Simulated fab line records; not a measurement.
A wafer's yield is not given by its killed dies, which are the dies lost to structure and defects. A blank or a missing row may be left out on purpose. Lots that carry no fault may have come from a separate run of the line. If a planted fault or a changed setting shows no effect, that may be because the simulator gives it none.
fab line records -- flow n5Finfet -- part 2 of 2: steps 5 to 6 of 6
record: lots: 22, wafers: 66, lastDay: 18
route steps=1938 shown WELL_APT@43 PMOS_HMC_CHANNEL_EPI@74 FIN_SAQP@112 FIN_CUT@168
lots untouched by any fault: they come from a run of this same line in which no faults occurred
startH: the number of hours between the record's first day and the start of the first shown wafer of the lot -- waitH: hours since the lot's step before -- " as in the row above -- L1.1+2: several wafers, shown together as one row -- - no value present, or no start provided -- * or withheld: withheld -- < > ~ a bound
route shown NAME@n: a module of which the file shows steps, and the number in the route of the first -- usual: average and standard deviation across the fault-free wafers -- same: alike in all rows -- chamber/n: place in a boat -- sites: the reading at each site -- _std_site: how widely they spread, as a standard deviation -- _edge_site: the outer-site mean with the inner-site mean subtracted -- radiusMm: for every site, how far away it sits from the centre of the wafer -- mask NAME#n: copy n -- behind: the tool/chamber that last shaped the wafer -- hold: the reason the lot was held/the length of the hold in hours/how it ended -- device: whichever transistor did not switch (one of n, p or np) -- end of line: the tests these same wafers got at the end of their route -- a step with no rows: only its recipe -- killed: dies lost to structure and defects at the first sort, not the wafer's yield -- map: shows each die of a wafer: x if killed, . if not, _ if none is there
set.NAME: the run value of the setting; set.NAME@STEP: its run value at that earlier step -- model.NAME: the simulator's own value behind a step, which no gauge read
one table for each step of the route and one row for each wafer, over a sample of lots
services: a tool's chamber out of use, with start hour (startH, from the record's first day; less than 0 if before it), hours out, and reason
== steps ==
step: N5_FIN_CUT_ETCH_20
recipe: chemistry: CF4, target: SiARC, targetDepthA: 260, maskMaterial: CAR-EUV, timeS: 43.3, ionEnergyEv: 80, pressureMtorr: 40, sourceW: 545, biasW: 36, Ar_flow_sccm: 100, cf4FlowSccm: 100, ends: cleared
usual: drypumpMotorCurrentA: 5.9/0.58, etchRfOnTimeS: 43.2/0.53, oesProductAu: 0.64/0.06, rfFwdPowerW: 535.4/3, rfVppV: 184.0/1.2, showerheadPlenumPTorr: 2.14/0.078, throttleValvePct: 15.67/0.19
lot.wafer,tool,chamber,startH,waitH,drypumpMotorCurrentA,etchRfOnTimeS,oesProductAu,rfFwdPowerW,rfHoursCounterH,rfVppV,showerheadPlenumPTorr,throttleValvePct
L074.3,rieDiel-01,3,31.00,0.0,6.2,43.1,0.71,536.2,59,184.7,2.08,15.31
L074.4,rieDiel-01,0,31.00,0.0,5.8,43.8,0.58,537.5,-,182.4,2.03,15.72
L074.5,rieDiel-01,1,31.00,0.0,4.7,43.8,0.60,534.8,-,184.2,2.21,15.90
L075.1,rieDiel-04,0,34.44,0.0,5.3,43.3,0.69,538.4,113,184.1,2.24,15.67
L075.3,rieDiel-04,2,34.44,0.0,6.1,43.8,0.62,538.9,190,184.8,2.13,15.74
L075.6,rieDiel-04,1,34.44,0.0,5.4,43.6,0.60,532.2,-,185.0,2.21,15.85
L076.1,rieDiel-03,1,39.13,0.0,6.1,43.4,0.65,533.9,106,185.0,2.24,15.65
L076.3,rieDiel-03,3,39.13,0.0,6.4,44.0,0.60,535.1,226,181.9,2.03,15.67
L076.4,rieDiel-03,2,39.13,0.0,5.5,43.4,0.65,537.2,147,182.6,2.15,15.70
L078.1,rieDiel-03,2,51.85,0.0,5.5,43.3,0.64,541.1,152,183.8,2.14,15.68
L078.4,rieDiel-03,1,51.85,0.0,6.1,43.2,0.65,534.8,111,185.6,2.24,15.64
L078.5,rieDiel-03,3,51.85,0.0,6.5,44.0,0.60,536.0,-,181.3,2.03,15.69
L079.1,rieDiel-01,0,56.97,0.0,5.8,43.3,0.58,536.8,239,181.1,2.03,15.75
L079.4,rieDiel-01,3,56.97,0.0,6.2,42.8,0.70,537.8,-,182.9,2.08,15.35
L079.6,rieDiel-01,0,56.97,0.0,5.9,43.2,0.58,538.5,-,183.0,2.03,15.75
L080.1,rieDiel-04,3,64.43,0.0,6.8,43.0,0.60,531.5,175,183.1,2.05,15.46
L080.3,rieDiel-04,2,64.43,0.0,6.1,43.2,0.62,532.4,199,184.6,2.13,15.75
L080.5,rieDiel-04,1,64.43,0.0,5.4,43.6,0.60,533.9,-,184.5,2.21,15.88
L081.1,rieDiel-04,0,69.28,0.0,5.4,43.2,0.68,539.9,124,185.7,2.24,15.71
L081.2,rieDiel-04,1,69.28,0.0,5.4,43.7,0.59,534.9,227,184.9,2.21,15.88
L081.5,rieDiel-04,3,69.28,0.0,6.7,43.3,0.61,532.7,-,183.7,2.05,15.47
L082.1,rieDiel-04,1,76.80,0.0,5.4,44.2,0.59,536.6,229,184.6,2.20,15.87
L082.5,rieDiel-04,1,76.80,0.0,5.4,43.6,0.60,532.0,-,185.9,2.20,15.87
L082.6,rieDiel-04,2,76.80,0.0,6.1,43.4,0.61,534.9,-,184.6,2.12,15.76
L083.4,rieDiel-04,1,82.73,0.0,5.4,43.1,0.60,534.7,231,183.9,2.20,15.88
L083.5,rieDiel-04,0,82.73,0.0,5.4,42.3,0.69,538.4,-,185.2,2.24,15.70
L083.6,rieDiel-04,1,82.73,0.0,5.4,43.2,0.60,534.2,-,184.9,2.20,15.89
L085.2,rieDiel-04,0,96.68,0.0,5.4,43.2,0.68,537.6,131,185.1,2.24,15.72
L085.4,rieDiel-04,2,96.68,0.0,6.1,43.6,0.60,534.0,208,183.3,2.12,15.77
L085.6,rieDiel-04,2,96.68,0.0,6.1,43.6,0.62,532.6,-,182.6,2.12,15.75
L086.1,rieDiel-03,3,103.91,0.0,6.5,43.9,0.59,537.9,245,183.2,2.03,15.73
L086.2,rieDiel-03,1,103.91,0.0,6.1,43.3,0.64,535.0,125,184.8,2.23,15.67
L086.3,rieDiel-03,2,103.91,0.0,5.5,42.7,0.65,540.2,165,184.2,2.14,15.71
L087.1,rieDiel-03,0,107.41,0.0,5.1,42.5,0.64,530.4,147,182.7,2.07,15.49
L087.2,rieDiel-03,3,107.41,0.0,6.4,43.5,0.59,535.7,246,182.1,2.03,15.72
L087.6,rieDiel-03,3,107.41,0.0,6.4,43.9,0.59,535.8,-,182.4,2.03,15.70
L088.1,rieDiel-01,1,111.23,0.0,4.7,44.0,0.58,533.3,240,184.0,2.20,15.93
L088.4,rieDiel-01,1,111.23,0.0,4.7,44.1,0.58,533.4,-,184.2,2.20,15.94
L088.6,rieDiel-01,3,111.23,0.0,6.2,43.0,0.69,536.4,-,182.4,2.08,15.37
L089.2,rieDiel-04,3,117.09,0.0,6.8,42.5,0.61,531.9,187,181.9,2.05,15.49
L089.3,rieDiel-04,0,117.09,0.0,5.4,42.6,0.68,540.0,134,185.5,2.23,15.70
L089.5,rieDiel-04,1,117.09,0.0,5.4,42.9,0.59,533.8,-,184.0,2.20,15.91
L090.3,rieDiel-04,3,122.34,0.0,6.8,43.4,0.59,532.6,188,182.2,2.05,15.50
L090.4,rieDiel-04,0,122.34,0.0,5.4,43.2,0.67,539.9,136,184.1,2.23,15.73
L090.5,rieDiel-04,1,122.34,0.0,5.4,44.1,0.58,534.0,-,183.9,2.20,15.90
L091.2,rieDiel-01,2,129.49,0.0,6.6,43.3,0.59,535.6,232,183.3,2.11,15.93
L091.4,rieDiel-01,3,129.49,0.0,6.2,42.7,0.68,536.4,88,183.3,2.08,15.39
L091.6,rieDiel-01,2,129.49,0.0,6.6,43.0,0.58,535.9,-,183.4,2.11,15.94
L092.2,rieDiel-04,0,135.60,0.0,5.3,43.1,0.67,537.9,142,184.9,2.23,15.75
L092.3,rieDiel-04,3,135.60,0.0,6.7,43.2,0.60,530.2,195,184.0,2.04,15.51
L092.5,rieDiel-04,1,135.60,0.0,5.4,43.6,0.59,535.6,-,184.1,2.20,15.92
L093.1,rieDiel-04,1,147.37,0.0,5.4,43.5,0.58,532.8,252,184.0,2.20,15.93
L093.4,rieDiel-04,0,147.37,0.0,5.3,43.6,0.67,539.7,-,184.9,2.23,15.75
L093.6,rieDiel-04,3,147.37,0.0,6.8,42.9,0.59,531.5,-,183.2,2.04,15.53
L094.1,rieDiel-01,2,147.82,0.0,6.6,43.1,0.58,536.4,240,184.9,2.11,15.96
L094.3,rieDiel-01,3,147.82,0.0,6.2,42.7,0.67,538.0,96,182.7,2.07,15.39
L094.4,rieDiel-01,2,147.82,0.0,6.6,43.4,0.58,537.8,-,181.9,2.11,15.96
L095.2,rieDiel-01,2,154.88,0.0,6.6,43.2,0.58,539.9,242,184.7,2.11,15.97
L095.3,rieDiel-01,0,154.88,0.0,5.9,41.8,0.83,538.9,13,186.5,2.27,15.30
L095.4,rieDiel-01,2,154.88,0.0,6.6,43.0,0.58,539.6,-,184.0,2.11,15.96
L096.3,rieDiel-03,2,159.98,0.0,5.5,43.2,0.63,537.6,178,184.2,2.13,15.73
L096.4,rieDiel-03,1,159.98,0.0,6.1,43.6,0.63,534.9,139,185.1,2.23,15.71
L096.5,rieDiel-03,1,159.98,0.0,6.1,43.7,0.63,535.2,-,185.2,2.23,15.71
L097.2,rieDiel-04,2,166.19,0.0,6.1,43.2,0.60,533.6,221,184.1,2.12,15.82
L097.3,rieDiel-04,3,166.19,0.0,6.8,42.8,0.59,533.5,209,184.2,2.04,15.54
L097.4,rieDiel-04,1,166.19,0.0,5.4,41.8,0.84,534.7,-,182.9,2.20,15.44
step: N5_FIN_CUT_CUT_ETCH_26
recipe: chemistry: CH3F/O2, target: SiNx, targetDepthA: 390, maskMaterial: SOC, timeS: 55.7, pressureMtorr: 30, sourceW: 395, biasW: 73, Ar_flow_sccm: 150, CH3F_flow_sccm: 30, O2_flow_sccm: 20, ionEnergyEv: 120
usual: drypumpMotorCurrentA: 5.9/0.58, oesProductAu: 0.74/0.07, rfFwdPowerW: 391.2/1.8, rfVppV: 297/3.3, showerheadPlenumPTorr: 2.00/0.077, throttleValvePct: 16.42/0.21
lot.wafer,tool,chamber,startH,waitH,drypumpMotorCurrentA,oesProductAu,rfFwdPowerW,rfHoursCounterH,rfVppV,showerheadPlenumPTorr,throttleValvePct
L074.3,rieDiel-01,3,31.38,0.0,6.2,0.84,392.0,59,303,1.94,16.07
L074.4,rieDiel-01,0,31.38,0.0,5.9,0.67,392.2,-,290,1.89,16.42
L074.5,rieDiel-01,1,31.38,0.0,4.7,0.70,392.9,-,298,2.07,16.66
L075.1,rieDiel-04,0,34.82,0.0,5.4,0.81,396.1,113,295,2.10,16.44
L075.3,rieDiel-04,2,34.82,0.0,6.1,0.73,389.4,190,298,1.99,16.46
L075.6,rieDiel-04,1,34.82,0.0,5.4,0.71,389.0,-,300,2.07,16.62
L076.1,rieDiel-03,1,39.51,0.0,6.1,0.77,390.2,106,302,2.10,16.37
L076.3,rieDiel-03,3,39.51,0.0,6.4,0.70,391.6,227,298,1.90,16.43
L076.4,rieDiel-03,2,39.51,0.0,5.5,0.77,392.7,147,296,2.01,16.43
L078.1,rieDiel-03,2,52.23,0.0,5.5,0.75,392.4,152,296,2.00,16.44
L078.4,rieDiel-03,1,52.23,0.0,6.1,0.76,391.2,111,303,2.09,16.38
L078.5,rieDiel-03,3,52.23,0.0,6.4,0.70,393.5,-,296,1.90,16.44
L079.1,rieDiel-01,0,57.35,0.0,5.9,0.67,391.4,240,290,1.88,16.44
L079.4,rieDiel-01,3,57.35,0.0,6.2,0.82,391.6,-,302,1.94,16.10
L079.6,rieDiel-01,0,57.35,0.0,5.8,0.66,390.1,-,290,1.88,16.46
L080.1,rieDiel-04,3,64.81,0.0,6.8,0.71,388.0,175,293,1.91,16.18
L080.3,rieDiel-04,2,64.81,0.0,6.1,0.72,392.6,199,297,1.98,16.49
L080.5,rieDiel-04,1,64.81,0.0,5.4,0.69,390.5,-,299,2.07,16.65
L081.1,rieDiel-04,0,69.66,0.0,5.4,0.79,391.3,124,294,2.10,16.46
L081.2,rieDiel-04,1,69.66,0.0,5.4,0.69,390.1,228,299,2.07,16.64
L081.5,rieDiel-04,3,69.66,0.0,6.7,0.71,388.6,-,294,1.91,16.16
L082.1,rieDiel-04,1,77.18,0.0,5.4,0.69,390.4,230,299,2.07,16.67
L082.5,rieDiel-04,1,77.18,0.0,5.4,0.68,390.7,-,299,2.07,16.65
L082.6,rieDiel-04,2,77.18,0.0,6.1,0.71,389.1,-,297,1.98,16.49
L083.4,rieDiel-04,1,83.11,0.0,5.4,0.69,391.2,231,299,2.07,16.65
L083.5,rieDiel-04,0,83.11,0.0,5.4,0.79,395.5,-,295,2.10,16.48
L083.6,rieDiel-04,1,83.11,0.0,5.4,0.69,391.4,-,298,2.07,16.66
L085.2,rieDiel-04,0,97.06,0.0,5.4,0.80,394.1,131,297,2.09,16.47
L085.4,rieDiel-04,2,97.06,0.0,6.1,0.71,390.6,208,297,1.98,16.51
L085.6,rieDiel-04,2,97.06,0.0,6.1,0.72,390.3,-,297,1.98,16.50
L086.1,rieDiel-03,3,104.29,0.0,6.4,0.69,393.7,245,298,1.89,16.46
L086.2,rieDiel-03,1,104.29,0.0,6.1,0.74,390.9,126,303,2.09,16.42
L086.3,rieDiel-03,2,104.29,0.0,5.5,0.76,393.3,166,297,2.00,16.47
L087.1,rieDiel-03,0,107.79,0.0,5.1,0.75,389.4,147,294,1.92,16.17
L087.2,rieDiel-03,3,107.79,0.0,6.4,0.69,389.5,246,297,1.89,16.46
L087.6,rieDiel-03,3,107.79,0.0,6.4,0.70,391.8,-,296,1.89,16.48
L088.1,rieDiel-01,1,111.61,0.0,4.7,0.69,389.0,240,300,2.06,16.72
L088.4,rieDiel-01,1,111.61,0.0,4.7,0.68,388.4,-,299,2.06,16.72
L088.6,rieDiel-01,3,111.61,0.0,6.2,0.81,392.7,-,303,1.94,16.12
L089.2,rieDiel-04,3,117.48,0.0,6.8,0.70,386.3,187,293,1.90,16.21
L089.3,rieDiel-04,0,117.48,0.0,5.3,0.78,390.4,134,294,2.09,16.48
L089.5,rieDiel-04,1,117.48,0.0,5.4,0.67,389.3,-,300,2.06,16.65
L090.3,rieDiel-04,3,122.72,0.0,6.8,0.70,390.2,188,293,1.90,16.20
L090.4,rieDiel-04,0,122.72,0.0,5.3,0.79,391.9,136,295,2.09,16.50
L090.5,rieDiel-04,1,122.72,0.0,5.4,0.69,392.2,-,300,2.06,16.67
L091.2,rieDiel-01,2,129.87,0.0,6.6,0.68,392.9,232,297,1.97,16.73
L091.4,rieDiel-01,3,129.87,0.0,6.2,0.81,391.3,89,303,1.94,16.14
L091.6,rieDiel-01,2,129.87,0.0,6.6,0.68,392.9,-,297,1.97,16.73
L092.2,rieDiel-04,0,135.98,0.0,5.4,0.78,393.9,143,296,2.09,16.51
L092.3,rieDiel-04,3,135.98,0.0,6.8,0.71,389.8,195,293,1.90,16.22
L092.5,rieDiel-04,1,135.98,0.0,5.4,0.68,390.3,-,299,2.06,16.70
L093.1,rieDiel-04,1,147.76,0.0,5.4,0.68,391.2,253,300,2.06,16.67
L093.4,rieDiel-04,0,147.76,0.0,5.4,0.78,392.5,-,295,2.09,16.52
L093.6,rieDiel-04,3,147.76,0.0,6.7,0.70,388.0,-,293,1.90,16.23
L094.1,rieDiel-01,2,148.20,0.0,6.6,0.68,390.2,240,296,1.97,16.74
L094.3,rieDiel-01,3,148.20,0.0,6.2,0.80,391.5,97,301,1.93,16.16
L094.4,rieDiel-01,2,148.20,0.0,6.6,0.67,390.3,-,299,1.97,16.76
L095.2,rieDiel-01,2,155.27,0.0,6.6,0.68,392.6,242,296,1.97,16.73
L095.3,rieDiel-01,0,155.27,0.0,5.9,0.96,391.9,13,293,2.13,16.03
L095.4,rieDiel-01,2,155.27,0.0,6.6,0.68,393.2,-,297,1.97,16.76
L096.3,rieDiel-03,2,160.36,0.0,5.4,0.74,392.9,179,297,1.99,16.49
L096.4,rieDiel-03,1,160.36,0.0,6.1,0.73,390.5,139,303,2.09,16.42
L096.5,rieDiel-03,1,160.36,0.0,6.1,0.74,393.3,-,303,2.08,16.43
L097.2,rieDiel-04,2,166.57,0.0,6.1,0.71,388.2,222,298,1.98,16.54
L097.3,rieDiel-04,3,166.57,0.0,6.7,0.69,390.3,209,293,1.90,16.25
L097.4,rieDiel-04,1,166.57,0.0,5.4,0.99,390.9,-,299,2.06,16.25
== services ==
tool,chamber,startH,hours,kind
rieDiel-04,-,-3.72,0.5,repair
rieDiel-04,3,-1.79,2.0,repair
rieDiel-06,-,1.75,28.1,pm
rieSi-06,2,23.74,4.1,repair
rieSi-02,-,24.96,0.2,repair
rieSi-05,-,26.35,0.8,repair
rieDiel-02,0,37.94,4.1,repair
rieDiel-01,-,40.54,1.4,repair
rieDiel-05,1,40.94,2.4,repair
rieDiel-06,3,40.94,4.9,repair
rieDiel-01,-,45.33,4.0,pm
rieDiel-05,2,52.94,3.9,repair
rieDiel-06,0,52.95,4.0,repair
rieSi-06,-,70.49,0.7,repair
rieDiel-06,0,71.63,6.5,repair
rieSi-06,-,72.36,14.6,pm
rieDiel-02,-,77.79,0.1,repair
rieDiel-04,0,78.56,1.2,repair
rieDiel-02,-,80.40,2.8,pm
rieDiel-05,3,85.44,2.8,repair
rieDiel-06,1,99.50,6.9,repair
rieDiel-03,-,123.29,14.6,pm
rieDiel-04,2,124.85,24.6,repair
rieDiel-04,0,161.53,6.6,repair
